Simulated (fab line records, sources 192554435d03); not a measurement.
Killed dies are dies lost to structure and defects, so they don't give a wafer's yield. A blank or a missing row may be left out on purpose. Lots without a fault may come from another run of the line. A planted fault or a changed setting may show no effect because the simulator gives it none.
Which tool did it? | flow n5_finfet | 24 lots, 72 wafers sampled, at 3 steps of a route of 1938

WHAT THE GAUGES READ, wafer by wafer
N5_BEOL_M10_CD_MEAS_18: pitch 140 nm, target cd 70 nm. Usual: cd_nm 69.4 nm, standard deviation 0.52.
lot  | measured     | on        | cd_nm (nm)     | flag
L074 | day 10 13:05 | cd_sem-03 | 69.4 69.8 69.4 |
L076 | day 10 13:21 | cd_sem-01 | 69.4 69.8 69.4 |
L075 | day 10 17:52 | cd_sem-02 | 68.9 68.5 69.4 |
L077 | day 11 06:09 | cd_sem-02 | 68.9 68.7 68.8 |
L079 | day 11 19:26 | cd_sem-03 | 69.5 68.1 69.4 |
L078 | day 11 19:34 | cd_sem-01 | 69.6 69.1 69.9 |
L080 | day 11 19:59 | cd_sem-03 | 69.4 69.4 69.8 |
L081 | day 12 09:05 | cd_sem-02 | 69.7 69.1 69.8 |
L083 | day 12 19:31 | cd_sem-03 | 69.6 68.9 70.1 |
L084 | day 12 23:18 | cd_sem-02 | 70.4 70.3 69.5 |
L082 | day 13 04:25 | cd_sem-02 | 69.5 69.5 69.6 |
L085 | day 13 07:46 | cd_sem-02 | 68.8 69.6 69.3 |
L086 | day 13 11:31 | cd_sem-01 | 69.3 68.6 69.0 |
L087 | day 13 12:14 | cd_sem-03 | 70.2 69.9 69.7 |
L089 | day 13 18:38 | cd_sem-01 | 69.7 69.0 69.8 |
L088 | day 14 06:13 | cd_sem-03 | 70.3 68.4 69.6 |
L092 | day 14 10:24 | cd_sem-01 | 70.0 69.2 69.6 |
L090 | day 14 10:41 | cd_sem-02 | 69.4 69.7 69.1 |
L091 | day 14 10:52 | cd_sem-02 | 69.8 69.3 70.0 |
L093 | day 14 14:14 | cd_sem-02 | 70.1 68.8 69.8 |
L094 | day 15 07:56 | cd_sem-02 | 69.2 69.8 69.6 |
L095 | day 15 12:11 | cd_sem-02 | 68.6 68.4 69.3 |
L096 | day 15 15:25 | cd_sem-01 | 68.8 69.6 69.0 |
L097 | day 15 23:28 | cd_sem-03 | 69.5 69.1 70.0 |

N5_BEOL_M10_CD_MEAS_28: target cd 70 nm. Usual: cd_nm 69.2 nm, standard deviation 1.2.
lot  | measured     | on        | cd_nm (nm)     | flag
L074 | day 10 15:56 | cd_sem-01 | 69.8 70.0 68.5 |
L076 | day 10 16:06 | cd_sem-01 | 69.6 69.9 69.6 |
L075 | day 10 19:08 | cd_sem-01 | 69.8 70.8 70.4 |
L077 | day 11 09:38 | cd_sem-01 | 70.5 69.9 71.5 |
L079 | day 11 21:25 | cd_sem-01 | 67.1 68.7 68.2 |
L078 | day 11 21:35 | cd_sem-02 | 70.8 70.2 70.7 |
L080 | day 11 21:46 | cd_sem-01 | 68.9 70.0 68.9 |
L081 | day 12 09:34 | cd_sem-01 | 70.5 70.4 71.7 |
L083 | day 12 19:48 | cd_sem-01 | 67.6 69.9 68.8 |
L084 | day 13 02:37 | cd_sem-03 | 69.1 66.8 67.7 |
L082 | day 13 05:31 | cd_sem-03 | 70.3 69.7 70.5 |
L085 | day 13 08:07 | cd_sem-01 | 69.5 67.9 69.0 |
L086 | day 13 11:49 | cd_sem-01 | 68.6 69.8 69.2 |
L087 | day 13 12:57 | cd_sem-02 | 67.8 67.8 67.7 |
L089 | day 13 20:35 | cd_sem-02 | 68.9 68.7 68.3 |
L088 | day 14 08:38 | cd_sem-01 | 68.1 67.2 67.9 |
L092 | day 14 10:51 | cd_sem-01 | 69.0 70.4 68.9 |
L090 | day 14 12:13 | cd_sem-03 | 69.5 69.2 67.5 |
L091 | day 14 12:25 | cd_sem-01 | 70.7 68.5 70.8 |
L093 | day 14 17:09 | cd_sem-02 | 70.0 67.7 69.6 |
L094 | day 15 09:16 | cd_sem-01 | 69.7 68.2 68.9 |
L095 | day 15 12:35 | cd_sem-01 | 69.8 68.4 71.0 |
L096 | day 15 17:39 | cd_sem-02 | 68.4 68.4 66.7 |
L097 | day 16 02:41 | cd_sem-01 | 68.3 69.8 69.3 |

WHICH TOOL RAN EACH LOT (tool, then ch and the chambers of the sampled wafers, then the start)
lot  | N5_BEOL_M10_HM_DEP_02
L074 | pvd_sputter-01, day 10 11:58
L076 | pvd_sputter-01, day 10 12:04
L075 | pvd_sputter-01, day 10 16:47
L077 | pvd_sputter-03, day 11 05:06
L079 | pvd_sputter-01, day 11 18:19
L078 | pvd_sputter-03, day 11 18:28
L080 | pvd_sputter-03, day 11 18:56
L081 | pvd_sputter-02, day 12 08:05
L083 | pvd_sputter-02, day 12 18:35
L084 | pvd_sputter-03, day 12 22:14
L082 | pvd_sputter-02, day 13 03:01
L085 | pvd_sputter-02, day 13 06:44
L086 | pvd_sputter-02, day 13 09:54
L087 | pvd_sputter-01, day 13 10:47
L089 | pvd_sputter-03, day 13 17:35
L088 | pvd_sputter-01, day 14 04:46
L092 | pvd_sputter-02, day 14 09:04
L090 | pvd_sputter-03, day 14 09:23
L091 | pvd_sputter-03, day 14 09:49
L093 | pvd_sputter-02, day 14 13:04
L094 | pvd_sputter-03, day 15 06:42
L095 | pvd_sputter-02, day 15 10:11
L096 | pvd_sputter-03, day 15 14:22
L097 | pvd_sputter-02, day 15 22:22
- N5_BEOL_M10_HM_DEP_02: deposits TiN, target thk 20 nm.

WHAT THE TOOLS THEMSELVES READ (means of the sampled wafers that have a number; where no wafer has one, the mark that the record gives instead)
N5_BEOL_M10_HM_DEP_02. Usual: throttle_valve_pct 29.8 %, standard deviation 1.1.
lot  | tool           | throttle_valve_pct (%) | flag
L074 | pvd_sputter-01 | 30.3                   |
L076 | pvd_sputter-01 | 29.0                   |
L075 | pvd_sputter-01 | 28.6                   |
L077 | pvd_sputter-03 | 30.4                   |
L079 | pvd_sputter-01 | 30.7                   |
L078 | pvd_sputter-03 | 29.1                   |
L080 | pvd_sputter-03 | 29.9                   |
L081 | pvd_sputter-02 | 30.7                   |
L083 | pvd_sputter-02 | 29.7                   |
L084 | pvd_sputter-03 | 29.6                   |
L082 | pvd_sputter-02 | 30.4                   |
L085 | pvd_sputter-02 | 30.6                   |
L086 | pvd_sputter-02 | 30.8                   |
L087 | pvd_sputter-01 | 29.7                   |
L089 | pvd_sputter-03 | 29.5                   |
L088 | pvd_sputter-01 | 30.2                   |
L092 | pvd_sputter-02 | 29.8                   |
L090 | pvd_sputter-03 | 29.5                   |
L091 | pvd_sputter-03 | 29.2                   |
L093 | pvd_sputter-02 | 30.0                   |
L094 | pvd_sputter-03 | 29.9                   |
L095 | pvd_sputter-02 | 29.3                   |
L096 | pvd_sputter-03 | 29.7                   |
L097 | pvd_sputter-02 | 29.9                   |

THE ANSWER, worked out from the rows above alone
Rule: a lot is off if the mean of its wafers that have a number lies more than 3 standard deviations from the usual mean. A lot without any number at a reading at which 4 lots or more have one is off too. The other lots that the step has rows for count as sound. The gauges are gone through in route order, then the tools' own readings, and for those a lot's mean is taken as printed above. The first step at which some lot is off is used, and at that step the reading that is off furthest; a lot without a number counts as furthest.
No lot is off at any reading shown: from this, nothing can be told.

WHAT THE SIMULATOR HAD PUT IN
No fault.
